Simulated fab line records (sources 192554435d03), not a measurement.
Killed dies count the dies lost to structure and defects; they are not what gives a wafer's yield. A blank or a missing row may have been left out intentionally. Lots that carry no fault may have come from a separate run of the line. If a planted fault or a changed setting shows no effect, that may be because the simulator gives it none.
Chamber matching ; flow n5 finfet ; 4 sister chambers for N5_SPACER0_ALD_08 on ald sin-03
The step deposits SiNx, target thk 2 nm. 14 wafers are shown with their chamber, then 7 later ones without.

== EACH WAFER AND ITS CHAMBER ==
wafer;chamber;heater power w (W)
L074.1;0;836
L074.4;3;895
L074.6;3;867
L076.2;3;886
L076.3;2;753
L076.5;3;856
L081.1;0;844
L081.2;3;868
L081.3;1;826
L081.4;2;738
L081.5;2;753
L081.6;3;881
L085.1;3;863
L085.3;2;742

SIGNATURES, as means of the wafers listed above
reading;chamber 0;chamber 1;chamber 2;chamber 3;scatter within a chamber
heater power w;840.00;826.00;746.50;873.71;11.7
Rule: distance of a wafer from a chamber = root of the sum over the readings of ((wafer's reading minus chamber's mean) / reading's scatter) squared. The wafer belongs to the nearest chamber; if the next one is less than 2 further off, it can't be placed. The scatter is the square root of a quotient: the sum, over the shown wafers, of each reading's squared deviation from its chamber's mean, divided by wafers minus chambers.

== WAFERS WITHOUT THEIR CHAMBER ==
wafer;heater power w (W)
L085.5;760
L087.1;828
L087.2;845
L087.5;849
L090.1;844
L090.5;901
L090.6;829

== THE CHAMBER EACH PASSED THROUGH ==
wafer;from the rows above;in truth
L085.5;2;2
L087.1;can't be placed: 1 or 0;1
L087.2;can't be placed: 0 or 1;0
L087.5;can't be placed: 0 or 1 or 3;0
L090.1;can't be placed: 0 or 1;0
L090.5;3;3
L090.6;can't be placed: 1 or 0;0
Correct placement for 2 of the 7. Can't be placed from these rows: 5 (the true chamber is among the candidates in 5). 0 placed wrongly.
